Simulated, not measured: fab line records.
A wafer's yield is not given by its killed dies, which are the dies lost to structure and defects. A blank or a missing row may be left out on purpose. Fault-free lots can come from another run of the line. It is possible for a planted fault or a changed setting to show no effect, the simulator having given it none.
Lot-split experiment :: flow n5_finfet :: on a route of 1938 steps: 7 lots, 21 wafers read

== THE SPLIT ITSELF ==
At N5_BEOL_M1_COAT_68 (time 60 s, resist thk 12 nm), the setting spin_rpm was moved away from the recipe's 1500 rpm on 5 of the 21 wafers read, by -6.9% to +9.9%. All remaining wafers had this setting at the recipe value.

== FROM THE SPLIT TO THE READING: what the file shows between them, 7 steps ==
- N5_BEOL_M1_COAT_76: time 60 s, resist thk 5 nm
- N5_BEOL_M1_COAT_22: resist thk 30 nm
- N5_BEOL_M1_DESCUM_33: chemistry O2, time 7 s
- N5_BEOL_M1_ETCH_77: etches underlayer in N2/H2, target depth 6.5 nm, time 5.2 s
- N5_BEOL_M1_ETCH_69: etches SiARC in CF4, target depth 15.6 nm, time 26 s
- N5_BEOL_M1_ALD_98: deposits SiO2, target thk 2.5 nm, pulse time 1 s, co reactant pulse time 1 s
- N5_BEOL_M1_ETCHBACK_99: etches SiO2 in CHF3, target depth 5 nm, time 10.4 s

== THE READING ==
SiARC_of_BEOL_M1_COAT_68.thk_nm (the simulator's own value, which no gauge read), in nm, at N5_BEOL_M1_ETCH_70 (etches SOC in N2/H2, target depth 80 nm, overetch 16 nm, time 120 s). There is no usual value for it anywhere in the file. Across the 16 wafers here that went through the recipe, the average is 6.3 nm and the standard deviation 0.16 nm.

wafer: L076.2
tool, chamber at the split: litho_track-01, 0
spin_rpm as run, rpm: 1500
against the recipe: recipe
SiARC_of_BEOL_M1_COAT_68.thk_nm, nm: 6.2
against lot-mates on the recipe: -

wafer: L076.3
tool, chamber at the split: litho_track-01, 0
spin_rpm as run, rpm: 1500
against the recipe: recipe
SiARC_of_BEOL_M1_COAT_68.thk_nm, nm: 6.4
against lot-mates on the recipe: -

wafer: L076.6
tool, chamber at the split: litho_track-01, 0
spin_rpm as run, rpm: 1500
against the recipe: recipe
SiARC_of_BEOL_M1_COAT_68.thk_nm, nm: 6.4
against lot-mates on the recipe: -

wafer: L077.1
tool, chamber at the split: litho_track-05, 0
spin_rpm as run, rpm: 1648
against the recipe: +9.9%
SiARC_of_BEOL_M1_COAT_68.thk_nm, nm: 5.8
against lot-mates on the recipe: -0.6

wafer: L077.5
tool, chamber at the split: litho_track-05, 0
spin_rpm as run, rpm: 1648
against the recipe: +9.9%
SiARC_of_BEOL_M1_COAT_68.thk_nm, nm: 5.8
against lot-mates on the recipe: -0.6

wafer: L077.3
tool, chamber at the split: litho_track-05, 0
spin_rpm as run, rpm: 1500
against the recipe: recipe
SiARC_of_BEOL_M1_COAT_68.thk_nm, nm: 6.4
against lot-mates on the recipe: -

wafer: L089.1
tool, chamber at the split: litho_track-01, 0
spin_rpm as run, rpm: 1500
against the recipe: recipe
SiARC_of_BEOL_M1_COAT_68.thk_nm, nm: 6.4
against lot-mates on the recipe: -

wafer: L089.4
tool, chamber at the split: litho_track-01, 0
spin_rpm as run, rpm: 1500
against the recipe: recipe
SiARC_of_BEOL_M1_COAT_68.thk_nm, nm: 6.4
against lot-mates on the recipe: -

wafer: L089.5
tool, chamber at the split: litho_track-01, 0
spin_rpm as run, rpm: 1500
against the recipe: recipe
SiARC_of_BEOL_M1_COAT_68.thk_nm, nm: 6
against lot-mates on the recipe: -

wafer: L090.2
tool, chamber at the split: litho_track-01, 0
spin_rpm as run, rpm: 1500
against the recipe: recipe
SiARC_of_BEOL_M1_COAT_68.thk_nm, nm: 6
against lot-mates on the recipe: -

wafer: L090.3
tool, chamber at the split: litho_track-01, 0
spin_rpm as run, rpm: 1500
against the recipe: recipe
SiARC_of_BEOL_M1_COAT_68.thk_nm, nm: 6.2
against lot-mates on the recipe: -

wafer: L090.6
tool, chamber at the split: litho_track-01, 0
spin_rpm as run, rpm: 1397
against the recipe: -6.9%
SiARC_of_BEOL_M1_COAT_68.thk_nm, nm: 6.8
against lot-mates on the recipe: +0.7

wafer: L095.1
tool, chamber at the split: litho_track-02, 0
spin_rpm as run, rpm: 1500
against the recipe: recipe
SiARC_of_BEOL_M1_COAT_68.thk_nm, nm: 6.4
against lot-mates on the recipe: -

wafer: L095.5
tool, chamber at the split: litho_track-02, 0
spin_rpm as run, rpm: 1500
against the recipe: recipe
SiARC_of_BEOL_M1_COAT_68.thk_nm, nm: 6.4
against lot-mates on the recipe: -

wafer: L095.2
tool, chamber at the split: litho_track-02, 0
spin_rpm as run, rpm: 1500
against the recipe: recipe
SiARC_of_BEOL_M1_COAT_68.thk_nm, nm: 6.6
against lot-mates on the recipe: -

wafer: L094.1
tool, chamber at the split: litho_track-02, 0
spin_rpm as run, rpm: 1500
against the recipe: recipe
SiARC_of_BEOL_M1_COAT_68.thk_nm, nm: 6.4
against lot-mates on the recipe: -

wafer: L094.2
tool, chamber at the split: litho_track-02, 0
spin_rpm as run, rpm: 1445
against the recipe: -3.7%
SiARC_of_BEOL_M1_COAT_68.thk_nm, nm: 6.6
against lot-mates on the recipe: +0.3

wafer: L094.3
tool, chamber at the split: litho_track-02, 0
spin_rpm as run, rpm: 1500
against the recipe: recipe
SiARC_of_BEOL_M1_COAT_68.thk_nm, nm: 6.2
against lot-mates on the recipe: -

wafer: L097.4
tool, chamber at the split: litho_track-02, 0
spin_rpm as run, rpm: 1500
against the recipe: recipe
SiARC_of_BEOL_M1_COAT_68.thk_nm, nm: 6.2
against lot-mates on the recipe: -

wafer: L097.6
tool, chamber at the split: litho_track-02, 0
spin_rpm as run, rpm: 1500
against the recipe: recipe
SiARC_of_BEOL_M1_COAT_68.thk_nm, nm: 6.2
against lot-mates on the recipe: -

wafer: L097.5
tool, chamber at the split: litho_track-02, 0
spin_rpm as run, rpm: 1581
against the recipe: +5.4%
SiARC_of_BEOL_M1_COAT_68.thk_nm, nm: 5.8
against lot-mates on the recipe: -0.4

FIT RESULTS
A straight line over all 21 wafers: SiARC_of_BEOL_M1_COAT_68.thk_nm changes by -0.0606 nm for each +1% of spin_rpm; r = -0.83; the points scatter about the line by 0.16 nm.
The same after taking each lot's own level away (the mean of its wafers on the recipe; 21 wafers): -0.071 nm for each +1%; r = -0.92; scatter 0.12 nm.
On that fit, the largest move of spin_rpm shifts the reading by 0.7 nm.
Across the lots, their own levels run from 6.10 to 6.47 nm, a range of 2.3 times the standard deviation given above.
Thus the slope moves with the lot-to-lot level: the two fits are different.
Check: for one of the wafers moved furthest among these (+9.9%), held out of the fit, the line's prediction against its lot-mates is -0.724 nm. Against them it came out at -0.6 nm.

== FURTHER SPLITS ON THESE WAFERS ==
These wafers also went through other splits before the reading. Each is held against what the fit with the lots' levels taken away leaves over:
other split on the same wafers: N5_BEOL_M1_ETCH_74 bias_w
wafers away from the commonest value: 4
r with SiARC_of_BEOL_M1_COAT_68.thk_nm (lot level and that fit taken away): -0.23

== THE WHOLE CHAIN: every reading that the file lists as answering this split, in the file's order ==
step: N5_BEOL_M1_COAT_68
what it does: time 60 s, resist thk 12 nm
reading: SiARC_of_BEOL_M1_COAT_68.thk_nm (the simulator's own value, which no gauge read)
change (the file's fit): -0.056 nm for each +1% of the setting
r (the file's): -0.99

step: N5_BEOL_M1_ETCH_69
what it does: etches SiARC in CF4, target depth 15.6 nm, time 26 s
reading: etch_rf_on_time_s
change (the file's fit): withheld for each +1% of the setting
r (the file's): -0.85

step: N5_BEOL_M1_ETCH_69
what it does: etches SiARC in CF4, target depth 15.6 nm, time 26 s
reading: etch.depth_nm (the simulator's own value, which no gauge read)
change (the file's fit): -0.0618 nm for each +1% of the setting
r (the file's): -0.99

step: N5_BEOL_M1_ETCHBACK_99
what it does: etches SiO2 in CHF3, target depth 5 nm, time 10.4 s
reading: CAR-EUV_of_BEOL_M1_COAT_22.thk_nm (the simulator's own value, which no gauge read)
change (the file's fit): +0.0401 nm for each +1% of the setting
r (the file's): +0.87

step: N5_BEOL_M1_ETCH_70
what it does: etches SOC in N2/H2, target depth 80 nm, overetch 16 nm, time 120 s
reading: SiARC_of_BEOL_M1_COAT_68.thk_nm (the simulator's own value, which no gauge read)
change (the file's fit): -0.0748 nm for each +1% of the setting
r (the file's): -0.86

== FILE'S OWN FIT ==
SiARC_of_BEOL_M1_COAT_68.thk_nm changes by -0.0748 nm for each +1% of spin_rpm, r = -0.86.
